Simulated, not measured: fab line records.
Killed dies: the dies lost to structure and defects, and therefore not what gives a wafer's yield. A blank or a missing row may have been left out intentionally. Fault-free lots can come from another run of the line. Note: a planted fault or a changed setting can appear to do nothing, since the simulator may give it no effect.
Split-lot trial | flow n5Finfet | route with 1938 steps; 7 lots, 21 wafers read

## THE SPLIT
At N5_GATE_CUT_ETCH_58 (etches SiNx in CH3F/O2, target depth 17 nm, time 128.6 s), the setting timeS was moved away from the recipe's 128.6 s on 5 of the 21 wafers read, by -21.2% to +13.1%. The other wafers ran this setting at the recipe's value.

The reading comes from the split's own step.

## THE READING
etch.depthNm (the simulator's own value, which no gauge read), in nm, at N5_GATE_CUT_ETCH_58 (etches SiNx in CH3F/O2, target depth 17 nm, time 128.6 s). There is no usual value for it anywhere in the file. The 16 wafers here that ran the recipe average 17.04 nm, standard deviation 0.23 nm.

wafer  | tool, chamber at the split | timeS as run, s | against the recipe | etch.depthNm, nm | against lot-mates on the recipe
L074.2 | rieDiel-01, 2              | 128.6           | recipe             | 16.66            | -
L074.3 | rieDiel-01, 1              | 107.7           | -16.3%             | 14.42            | -2.24
L074.5 | rieDiel-01, 3              | 107.7           | -16.3%             | 14.35            | -2.31
L075.3 | rieDiel-03, 1              | 128.6           | recipe             | 16.86            | -
L075.4 | rieDiel-03, 0              | 128.6           | recipe             | 16.98            | -
L075.5 | rieDiel-03, 0              | 128.6           | recipe             | 17.12            | -
L078.1 | rieDiel-06, 1              | 101.4           | -21.2%             | 13.56            | -3.72
L078.3 | rieDiel-06, 2              | 128.6           | recipe             | 17.25            | -
L078.4 | rieDiel-06, 3              | 128.6           | recipe             | 17.32            | -
L080.1 | rieDiel-01, 2              | 128.6           | recipe             | 16.56            | -
L080.4 | rieDiel-01, 1              | 145.5           | +13.1%             | 19.27            | +2.46
L080.6 | rieDiel-01, 1              | 128.6           | recipe             | 17.06            | -
L086.3 | rieDiel-06, 0              | 128.6           | recipe             | 17.14            | -
L086.5 | rieDiel-06, 0              | 128.6           | recipe             | 17.12            | -
L086.6 | rieDiel-06, 2              | 115.1           | -10.5%             | 15.41            | -1.72
L091.1 | rieDiel-06, 1              | 128.6           | recipe             | 16.75            | -
L091.2 | rieDiel-06, 0              | 128.6           | recipe             | 17.15            | -
L091.4 | rieDiel-06, 2              | 128.6           | recipe             | 17.29            | -
L097.1 | rieDiel-06, 3              | 128.6           | recipe             | 17.26            | -
L097.3 | rieDiel-06, 1              | 128.6           | recipe             | 16.85            | -
L097.5 | rieDiel-06, 3              | 128.6           | recipe             | 17.21            | -

THE FIT
A straight line over all 21 wafers: etch.depthNm changes by +0.164 nm for each +1% of timeS; r = +0.99; the points scatter about the line by 0.21 nm.
The same after taking each lot's own level away (the mean of its wafers on the recipe; 21 wafers): +0.163 nm for each +1%; r = +0.99; scatter 0.21 nm.
That fit puts the effect of the largest move of timeS on the reading at 3.4 nm.
The lots' own levels span 16.660 to 17.285 nm, that is 2.7 times the standard deviation above.
The two slopes agree, so the slope changes little with the lot-to-lot level.
Check: with one of the wafers moved furthest among these (-21.2%) left out of the fit, the line predicts -3.23 nm for it against its lot-mates. Against them it came out at -3.72 nm.

## ADDITIONAL SPLITS CARRIED BY THESE WAFERS
Other splits were also applied to these wafers ahead of the reading. Each is held against what the fit with the lots' levels taken away leaves over:
other split on the same wafers    | wafers away from the commonest value | r with etch.depthNm (lot level and that fit taken away)
N5_HKMG_FIN_COAT_43 spinRpm       | 11                                   | +0.05
N5_HKMG_FIN_PWFM_ALD_03 aldCycles | 5                                    | -0.06

## FILE'S OWN FIT
etch.depthNm changes by +0.167 nm for each +1% of timeS, r = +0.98.
